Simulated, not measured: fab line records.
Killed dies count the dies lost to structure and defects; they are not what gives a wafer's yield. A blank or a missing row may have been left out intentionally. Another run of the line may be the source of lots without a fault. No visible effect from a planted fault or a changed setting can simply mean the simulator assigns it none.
fab line records	flow n5_finfet	part 2 of 2: steps 25 to 30 of 30
record: lots: 5	wafers: 15	last_day: 17
route steps=1938 shown MIM_BOT_LITHO@1859 MIM_BOT_ETCH@1866 PASS1_CAP@1873 TV_LITHO@1875 TV_OPEN@1887
lots untouched by any fault: they come from a run of this same line in which no faults occurred
start_h: hours from the record's opening day to when the first of the lot's shown wafers began	wait_h: hours since the lot's step before	" repeats the value in the row above	L1.1+2: several wafers, shown together as one row	- no value, or no start was given	* or withheld: withheld	< > ~ a bound
route shown NAME@n: a module of which the file shows steps, and the number in the route of the first	usual: mean/standard deviation of fault-free wafers	same: alike in all rows	chamber/n: place in a boat	sites: each site's reading	_std_site: standard deviation of those values	_edge_site: outer sites' mean less inner sites'	radius_mm: for every site, how far away it sits from the centre of the wafer	mask NAME#n: copy n	behind: the most recent tool/chamber to have shaped the wafer	hold: cause of the lot's hold/its duration in hours/its outcome	device: the n, p or np transistor that did not switch	end of line: the tests these same wafers got at the end of their route	a step with no rows: only its recipe	killed: the dies lost at the first sort to structure and to defects; this is not the yield of the wafer	map: a wafer's dies, marking killed ones x, the rest . and places with no die _
set.NAME: the setting as run; set.NAME@STEP: as run at that earlier step	model.NAME: the simulator's own value behind a step, which no gauge read
certain route steps with their lots: each step a table, each wafer a row
services: a tool's chamber out of use, with start hour (start_h, from the record's first day; less than 0 if before it), hours out, and reason
== steps ==
step: N5_PASSIVATION_CD_MEAS_10
recipe: target_cd_nm: 3000	landing_energy_ev: 500	detector: se_inlens
usual: cd_nm: 3000.0/2.4
lot.wafer	tool	chamber	start_h	wait_h	cd_nm
L079.1	cd_sem-01	0	301.18	-	2997.8
L079.4	"	0	"	"	2999.0
L079.6	"	0	"	"	3003.4
L081.1	cd_sem-01	0	304.32	-	3000.3
L081.4	"	0	"	"	3004.1
L081.6	"	0	"	"	3001.3
L089.1	cd_sem-01	0	352.60	-	3000.1
L089.2	"	0	"	"	2998.5
L089.3	"	0	"	"	2999.7
L095.2	cd_sem-03	0	391.29	-	2996.9
L095.3	"	0	"	"	2997.4
L095.4	"	0	"	"	3001.6
L097.2	cd_sem-03	0	408.71	-	2997.5
L097.4	"	0	"	"	2997.3
L097.6	"	0	"	"	2994.4
step: N5_PASSIVATION_OVL_MEAS_60
recipe: points_per_wafer: 44
usual: TV_OVL: 1/5.6
lot.wafer	tool	chamber	start_h	wait_h	TV_OVL[nm]
L079.1	overlay-01	0	301.21	0.0	2
L079.4	"	0	"	"	5
L079.6	"	0	"	"	5
L081.1	overlay-02	0	304.35	0.0	-6
L081.4	"	0	"	"	9
L081.6	"	0	"	"	10
L089.1	overlay-02	0	352.63	0.0	2
L089.2	"	0	"	"	-8
L089.3	"	0	"	"	-3
L095.2	overlay-01	0	391.32	0.0	-2
L095.3	"	0	"	"	-1
L095.4	"	0	"	"	-2
L097.2	overlay-01	0	408.75	0.0	1
L097.4	"	0	"	"	-8
L097.6	"	0	"	"	2
step: N5_PASSIVATION_INSPECT_61
recipe: mode: adi	inspect_instrument: macro
usual: raw_defect_count: 2.0/1.4
lot.wafer	tool	chamber	start_h	wait_h	raw_defect_count
L079.1	defect_inspect-02	-	301.23	0.0	2
L079.4	"	-	"	"	2
L079.6	"	-	"	"	2
L081.1	defect_inspect-02	-	304.37	0.0	1
L081.4	"	-	"	"	1
L081.6	"	-	"	"	1
L089.1	defect_inspect-02	-	352.65	0.0	6
L089.2	"	-	"	"	0
L089.3	"	-	"	"	1
L095.2	defect_inspect-01	-	391.34	0.0	3
L095.3	"	-	"	"	2
L095.4	"	-	"	"	3
L097.2	defect_inspect-02	-	408.77	0.0	1
L097.4	"	-	"	"	1
L097.6	"	-	"	"	0
step: N5_PASSIVATION_DESCUM_12
recipe: chemistry: O2	time_s: 7.9	source_power_w: 50	bias_power_w: 20	pressure_mtorr: 20	rf_frequency_hz: 2.712e+07	temp_c: 40	o2_flow_sccm: 225
usual: bias_power_w: 20.00/0.056	drypump_motor_current_A: 5.6/0.5	oes_product_au: 0.82/0.096	rf_fwd_power_W: 49.66/0.2	rf_vpp_V: 243.0/1.4	showerhead_plenum_p_Torr: 2.09/0.085	throttle_valve_pct: 20.3/0.31
lot.wafer	tool	chamber	start_h	wait_h	bias_power_w	drypump_motor_current_A	oes_product_au	rf_fwd_power_W	rf_hours_counter_h	rf_vpp_V	showerhead_plenum_p_Torr	throttle_valve_pct
L079.1	rie_diel-04	0	301.82	0.6	19.97	5.1	0.67	49.50	247	242.0	1.97	20.3
L079.4	"	1	"	"	19.90	5.0	0.68	49.45	-	240.6	1.99	20.5
L079.6	"	0	"	"	19.96	5.1	0.68	49.67	-	241.8	1.97	20.3
L081.1	rie_diel-04	3	304.63	0.3	19.98	6.1	0.73	49.56	167	240.1	2.01	20.5
L081.4	"	3	"	"	19.96	6.1	0.73	49.67	-	241.7	2.01	20.5
L081.6	"	1	"	"	20.01	5.0	0.68	50.01	-	241.0	1.99	20.5
L089.1	rie_diel-03	2	352.69	0.0	19.95	6.6	0.72	49.76	205	243.7	2.17	20.5
L089.2	"	1	"	"	19.94	4.9	0.80	49.40	94	243.6	2.19	20.7
L089.3	"	0	"	"	20.06	5.6	0.87	49.97	38	243.3	2.05	20.4
L095.2	rie_diel-05	1	391.38	0.0	20.09	5.8	0.89	49.71	43	244.9	2.22	20.1
L095.3	"	2	"	"	19.87	5.7	0.90	49.62	35	243.8	2.13	19.8
L095.4	"	3	"	"	20.02	5.0	0.85	50.01	56	243.0	2.02	19.7
L097.2	rie_diel-04	2	409.00	0.2	19.97	6.3	0.90	49.82	35	241.6	2.05	20.5
L097.4	"	0	"	"	20.00	5.1	0.93	49.57	26	245.0	2.22	20.0
L097.6	"	2	"	"	20.02	6.3	0.90	49.72	-	241.8	2.05	20.5
step: N5_PASSIVATION_PASS_ETCH_74
recipe: chemistry: CF4/O2	target: SiNx	target_depth_a: 2200	time_s: 110	ion_energy_ev: 100	pressure_mtorr: 40	source_w: 535	bias_w: 49	Ar_flow_sccm: 100	cf4_flow_sccm: 100	O2_flow_sccm: 10
usual: drypump_motor_current_A: 5.6/0.5	oes_o_777_au: 0.82/0.088	oes_product_au: 0.82/0.095	rf_fwd_power_W: 532.5/1.8	rf_vpp_V: 238/4.6	showerhead_plenum_p_Torr: 2.19/0.081	throttle_valve_pct: 15.81/0.28
lot.wafer	tool	chamber	start_h	wait_h	drypump_motor_current_A	oes_o_777_au	oes_product_au	rf_fwd_power_W	rf_hours_counter_h	rf_vpp_V	showerhead_plenum_p_Torr	throttle_valve_pct
L079.1	rie_diel-04	0	301.88	0.0	5.1	0.68	0.68	533.0	247	245	2.08	15.99
L079.4	"	1	"	"	5.0	0.70	0.68	531.6	-	231	2.10	16.07
L079.6	"	0	"	"	5.1	0.68	0.68	533.3	-	245	2.08	15.99
L081.1	rie_diel-04	3	304.70	0.0	6.0	0.74	0.74	533.2	167	234	2.12	16.10
L081.4	"	3	"	"	6.1	0.74	0.74	535.2	-	234	2.11	16.11
L081.6	"	1	"	"	5.0	0.71	0.69	530.9	-	232	2.10	16.07
L089.1	rie_diel-03	2	352.75	0.0	6.6	0.75	0.73	531.0	205	241	2.26	15.98
L089.2	"	1	"	"	4.9	0.79	0.81	532.2	94	241	2.30	16.21
L089.3	"	0	"	"	5.6	0.89	0.90	532.3	38	233	2.16	15.84
L095.2	rie_diel-05	1	391.44	0.0	5.8	0.89	0.86	531.4	43	243	2.32	15.55
L095.3	"	2	"	"	5.7	0.89	0.90	532.8	35	240	2.25	15.48
L095.4	"	3	"	"	5.0	0.86	0.88	531.4	56	231	2.14	15.37
L097.2	rie_diel-04	2	409.06	0.0	6.3	0.92	0.93	534.1	35	231	2.16	15.96
L097.4	"	0	"	"	5.1	0.90	0.93	535.3	26	244	2.33	15.56
L097.6	"	2	"	"	6.3	0.92	0.93	530.8	-	230	2.16	15.98
step: N5_PASSIVATION_VIA_ETCH_13
recipe: chemistry: CHF3/O2	target: SiO2	target_depth_a: 6600	CHF3_flow_sccm: 50	O2_flow_sccm: 5	Ar_flow_sccm: 200	time_s: 330	mask_material: PR	pressure_mtorr: 30	source_w: 650	bias_w: 170	ion_energy_ev: 200	ends: cleared
usual: drypump_motor_current_A: 5.6/0.5	etch_rf_on_time_s: 236/5.6	oes_o_777_au: 0.82/0.09	oes_product_au: 0.74/0.084	rf_fwd_power_W: 647.7/2.2	rf_vpp_V: 517/9.8	showerhead_plenum_p_Torr: 2.40/0.095	throttle_valve_pct: 18.68/0.26
lot.wafer	tool	chamber	start_h	wait_h	drypump_motor_current_A	etch_rf_on_time_s	oes_o_777_au	oes_product_au	rf_fwd_power_W	rf_hours_counter_h	rf_vpp_V	showerhead_plenum_p_Torr	throttle_valve_pct
L079.1	rie_diel-04	0	301.97	0.0	5.1	232	0.69	0.61	650.9	248	533	2.27	18.78
L079.4	"	1	"	"	5.0	246	0.70	0.61	649.7	-	506	2.30	18.94
L079.6	"	0	"	"	5.1	233	0.69	0.62	645.3	-	531	2.27	18.78
L081.1	rie_diel-04	3	304.79	0.0	6.1	235	0.74	0.66	647.6	167	508	2.30	18.90
L081.4	"	3	"	"	6.1	234	0.74	0.67	648.5	-	508	2.30	18.91
L081.6	"	1	"	"	5.0	244	0.70	0.62	652.4	-	504	2.30	18.95
L089.1	rie_diel-03	2	352.84	0.0	6.6	231	0.73	0.66	645.7	205	526	2.48	18.85
L089.2	"	1	"	"	4.9	226	0.79	0.74	647.1	94	526	2.51	19.12
L089.3	"	0	"	"	5.7	225	0.90	0.79	650.6	38	510	2.35	18.71
L095.2	rie_diel-05	1	391.53	0.0	5.8	243	0.87	0.78	649.8	43	525	2.56	18.54
L095.3	"	2	"	"	5.7	233	0.89	0.81	649.4	35	523	2.45	18.32
L095.4	"	3	"	"	5.0	239	0.87	0.78	647.1	56	506	2.34	18.26
L097.2	rie_diel-04	2	409.15	0.0	6.3	231	0.92	0.81	647.4	36	506	2.35	18.84
L097.4	"	0	"	"	5.1	225	0.92	0.83	649.6	26	528	2.54	18.41
L097.6	"	2	"	"	6.3	234	0.93	0.82	645.9	-	505	2.35	18.86
== services ==
tool	chamber	start_h	hours	kind
krf_scanner-01	-	284.16	4.0	pm
wet_bench-02	-	290.01	2.9	repair
krf_scanner-02	-	299.12	0.5	repair
krf_scanner-01	-	299.81	1.0	pm
krf_scanner-02	-	300.81	1.0	pm
krf_scanner-01	-	317.18	1.1	repair
rie_diel-02	3	329.31	13.5	repair
krf_scanner-01	-	333.29	1.8	repair
rie_diel-03	1	342.20	1.8	repair
krf_scanner-01	-	345.92	0.5	repair
pecvd-03	2	346.52	7.2	repair
rie_diel-06	-	358.14	0.3	repair
rie_diel-04	1	359.38	18.2	repair
krf_scanner-01	-	364.40	4.4	pm
rie_diel-05	3	367.83	2.5	repair
rie_diel-01	1	368.16	6.0	repair
rie_diel-03	3	370.70	7.7	repair
krf_scanner-01	-	374.64	0.8	pm
rie_metal-03	0	374.71	4.0	repair
rie_diel-02	1	382.68	3.1	repair
rie_diel-04	2	385.79	2.7	repair
rie_diel-03	3	389.13	16.0	repair
rie_diel-01	3	400.26	16.0	repair
krf_scanner-01	-	401.16	2.2	repair
